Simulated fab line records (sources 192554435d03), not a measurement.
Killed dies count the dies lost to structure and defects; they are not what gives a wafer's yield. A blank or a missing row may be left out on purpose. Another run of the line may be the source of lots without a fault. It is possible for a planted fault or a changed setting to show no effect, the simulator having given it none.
Lot-split experiment || flow n5_finfet || route with 1938 steps; 7 lots, 39 wafers read

== ON THE SPLIT ==
At N5_DUMMY_GATE_EXPOSE_12 (exposes mask GATE, target cd 25 nm), the setting dose_mj was moved away from the recipe's 34 on 9 of the 39 wafers read, by -7.9% to -2.9%. The other wafers ran this setting at the recipe's value.

== FROM THE SPLIT TO THE READING: what the file shows between them, 2 steps ==
- N5_DUMMY_GATE_PEB_13: peb time 60 s
- N5_DUMMY_GATE_DEVELOP_14: develop time 30 s

== THE READING ==
cd_nm at N5_DUMMY_GATE_CD_MEAS_15, given in nm (cd target 25.8 nm). Fault-free wafers of this fab line usually give 25.01 nm, standard deviation 0.21 nm.

{"wafer": "L074.1", "tool, chamber at the split": "euv_scanner-01, 0", "dose_mj as run": 31.69, "against the recipe": "-6.8%", "cd_nm, nm": 26.65, "against lot-mates on the recipe": "+1.54"}
{"wafer": "L074.2", "tool, chamber at the split": "euv_scanner-01, 0", "dose_mj as run": 34, "against the recipe": "recipe", "cd_nm, nm": 24.94, "against lot-mates on the recipe": "-"}
{"wafer": "L074.3", "tool, chamber at the split": "euv_scanner-01, 0", "dose_mj as run": 31.69, "against the recipe": "-6.8%", "cd_nm, nm": 26.27, "against lot-mates on the recipe": "+1.16"}
{"wafer": "L074.4", "tool, chamber at the split": "euv_scanner-01, 0", "dose_mj as run": 34, "against the recipe": "recipe", "cd_nm, nm": 25.26, "against lot-mates on the recipe": "-"}
{"wafer": "L074.5", "tool, chamber at the split": "euv_scanner-01, 0", "dose_mj as run": 34, "against the recipe": "recipe", "cd_nm, nm": 25.14, "against lot-mates on the recipe": "-"}
{"wafer": "L074.6", "tool, chamber at the split": "euv_scanner-01, 0", "dose_mj as run": 31.69, "against the recipe": "-6.8%", "cd_nm, nm": 26.00, "against lot-mates on the recipe": "+0.89"}
{"wafer": "L076.1", "tool, chamber at the split": "euv_scanner-02, 0", "dose_mj as run": 34, "against the recipe": "recipe", "cd_nm, nm": 24.82, "against lot-mates on the recipe": "-"}
{"wafer": "L076.2", "tool, chamber at the split": "euv_scanner-02, 0", "dose_mj as run": 34, "against the recipe": "recipe", "cd_nm, nm": 24.88, "against lot-mates on the recipe": "-"}
{"wafer": "L076.3", "tool, chamber at the split": "euv_scanner-02, 0", "dose_mj as run": 34, "against the recipe": "recipe", "cd_nm, nm": 25.03, "against lot-mates on the recipe": "-"}
{"wafer": "L076.4", "tool, chamber at the split": "euv_scanner-02, 0", "dose_mj as run": 34, "against the recipe": "recipe", "cd_nm, nm": 24.53, "against lot-mates on the recipe": "-"}
{"wafer": "L076.5", "tool, chamber at the split": "euv_scanner-02, 0", "dose_mj as run": 34, "against the recipe": "recipe", "cd_nm, nm": 25.00, "against lot-mates on the recipe": "-"}
{"wafer": "L076.6", "tool, chamber at the split": "euv_scanner-02, 0", "dose_mj as run": 34, "against the recipe": "recipe", "cd_nm, nm": 24.75, "against lot-mates on the recipe": "-"}
{"wafer": "L081.1", "tool, chamber at the split": "euv_scanner-01, 0", "dose_mj as run": 34, "against the recipe": "recipe", "cd_nm, nm": 24.98, "against lot-mates on the recipe": "-"}
{"wafer": "L081.2", "tool, chamber at the split": "euv_scanner-01, 0", "dose_mj as run": 34, "against the recipe": "recipe", "cd_nm, nm": 24.74, "against lot-mates on the recipe": "-"}
{"wafer": "L081.3", "tool, chamber at the split": "euv_scanner-01, 0", "dose_mj as run": 34, "against the recipe": "recipe", "cd_nm, nm": 25.00, "against lot-mates on the recipe": "-"}
{"wafer": "L081.4", "tool, chamber at the split": "euv_scanner-01, 0", "dose_mj as run": 34, "against the recipe": "recipe", "cd_nm, nm": 24.93, "against lot-mates on the recipe": "-"}
{"wafer": "L081.5", "tool, chamber at the split": "euv_scanner-01, 0", "dose_mj as run": 34, "against the recipe": "recipe", "cd_nm, nm": 24.93, "against lot-mates on the recipe": "-"}
{"wafer": "L081.6", "tool, chamber at the split": "euv_scanner-01, 0", "dose_mj as run": 34, "against the recipe": "recipe", "cd_nm, nm": 24.80, "against lot-mates on the recipe": "-"}
{"wafer": "L082.1", "tool, chamber at the split": "euv_scanner-02, 0", "dose_mj as run": 34, "against the recipe": "recipe", "cd_nm, nm": 25.35, "against lot-mates on the recipe": "-"}
{"wafer": "L082.2", "tool, chamber at the split": "euv_scanner-02, 0", "dose_mj as run": 34, "against the recipe": "recipe", "cd_nm, nm": 25.24, "against lot-mates on the recipe": "-"}
{"wafer": "L082.3", "tool, chamber at the split": "euv_scanner-02, 0", "dose_mj as run": 34, "against the recipe": "recipe", "cd_nm, nm": 24.93, "against lot-mates on the recipe": "-"}
{"wafer": "L082.4", "tool, chamber at the split": "euv_scanner-02, 0", "dose_mj as run": 34, "against the recipe": "recipe", "cd_nm, nm": 24.93, "against lot-mates on the recipe": "-"}
{"wafer": "L082.5", "tool, chamber at the split": "euv_scanner-02, 0", "dose_mj as run": 34, "against the recipe": "recipe", "cd_nm, nm": 25.21, "against lot-mates on the recipe": "-"}
{"wafer": "L082.6", "tool, chamber at the split": "euv_scanner-02, 0", "dose_mj as run": 34, "against the recipe": "recipe", "cd_nm, nm": 25.11, "against lot-mates on the recipe": "-"}
{"wafer": "L086.1", "tool, chamber at the split": "euv_scanner-02, 0", "dose_mj as run": 33.01, "against the recipe": "-2.9%", "cd_nm, nm": 25.67, "against lot-mates on the recipe": "+0.72"}
{"wafer": "L086.2", "tool, chamber at the split": "euv_scanner-02, 0", "dose_mj as run": 33.01, "against the recipe": "-2.9%", "cd_nm, nm": 25.84, "against lot-mates on the recipe": "+0.89"}
{"wafer": "L086.3", "tool, chamber at the split": "euv_scanner-02, 0", "dose_mj as run": 34, "against the recipe": "recipe", "cd_nm, nm": 25.00, "against lot-mates on the recipe": "-"}
{"wafer": "L086.4", "tool, chamber at the split": "euv_scanner-02, 0", "dose_mj as run": 34, "against the recipe": "recipe", "cd_nm, nm": 24.92, "against lot-mates on the recipe": "-"}
{"wafer": "L086.5", "tool, chamber at the split": "euv_scanner-02, 0", "dose_mj as run": 34, "against the recipe": "recipe", "cd_nm, nm": 24.94, "against lot-mates on the recipe": "-"}
{"wafer": "L086.6", "tool, chamber at the split": "euv_scanner-02, 0", "dose_mj as run": 33.01, "against the recipe": "-2.9%", "cd_nm, nm": 25.49, "against lot-mates on the recipe": "+0.54"}
{"wafer": "L090.2", "tool, chamber at the split": "euv_scanner-02, 0", "dose_mj as run": 34, "against the recipe": "recipe", "cd_nm, nm": 25.09, "against lot-mates on the recipe": "-"}
{"wafer": "L090.3", "tool, chamber at the split": "euv_scanner-02, 0", "dose_mj as run": 34, "against the recipe": "recipe", "cd_nm, nm": 25.12, "against lot-mates on the recipe": "-"}
{"wafer": "L090.5", "tool, chamber at the split": "euv_scanner-02, 0", "dose_mj as run": 34, "against the recipe": "recipe", "cd_nm, nm": 25.16, "against lot-mates on the recipe": "-"}
{"wafer": "L097.1", "tool, chamber at the split": "euv_scanner-01, 0", "dose_mj as run": 34, "against the recipe": "recipe", "cd_nm, nm": 24.91, "against lot-mates on the recipe": "-"}
{"wafer": "L097.2", "tool, chamber at the split": "euv_scanner-01, 0", "dose_mj as run": 31.3, "against the recipe": "-7.9%", "cd_nm, nm": 26.49, "against lot-mates on the recipe": "+1.53"}
{"wafer": "L097.3", "tool, chamber at the split": "euv_scanner-01, 0", "dose_mj as run": 31.3, "against the recipe": "-7.9%", "cd_nm, nm": 26.67, "against lot-mates on the recipe": "+1.71"}
{"wafer": "L097.4", "tool, chamber at the split": "euv_scanner-01, 0", "dose_mj as run": 31.3, "against the recipe": "-7.9%", "cd_nm, nm": 26.68, "against lot-mates on the recipe": "+1.72"}
{"wafer": "L097.5", "tool, chamber at the split": "euv_scanner-01, 0", "dose_mj as run": 34, "against the recipe": "recipe", "cd_nm, nm": 24.94, "against lot-mates on the recipe": "-"}
{"wafer": "L097.6", "tool, chamber at the split": "euv_scanner-01, 0", "dose_mj as run": 34, "against the recipe": "recipe", "cd_nm, nm": 25.02, "against lot-mates on the recipe": "-"}

THE FIT
A straight line over all 39 wafers: cd_nm changes by -0.202 nm for each +1% of dose_mj; r = -0.95; the points scatter about the line by 0.18 nm.
The same after taking each lot's own level away (the mean of its wafers on the recipe; 39 wafers): -0.197 nm for each +1%; r = -0.96; scatter 0.15 nm.
That fit puts the effect of the largest move of dose_mj on the reading at 1.6 nm.
The span of the lots' own levels, 24.835 to 25.128 nm, comes to 1.4 times the standard deviation stated above.
Hence the lot-to-lot level has little effect on the slope; both slopes agree.
Check: for one of the wafers moved furthest among these (-7.9%), held out of the fit, the line's prediction against its lot-mates is +1.58 nm. Against them it came out at +1.53 nm.

== THE WHOLE CHAIN: every reading that the file lists as answering this split, in the file's order ==
{"step": "N5_DUMMY_GATE_CD_MEAS_15", "what it does": "target cd 25.8 nm", "reading": "cd_nm", "change (the file's fit)": "-0.198 nm for each +1% of the setting", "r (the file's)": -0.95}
{"step": "N5_DUMMY_GATE_TRIM_49", "what it does": "chemistry O2, time 29 s, target cd 14 nm", "reading": "DUMMY_GATE.cd_nm (the simulator's own value, which no gauge read)", "change (the file's fit)": "-0.175 nm for each +1% of the setting", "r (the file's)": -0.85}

== THE FILE'S OWN FIT ==
cd_nm changes by -0.198 nm for each +1% of dose_mj, r = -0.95.
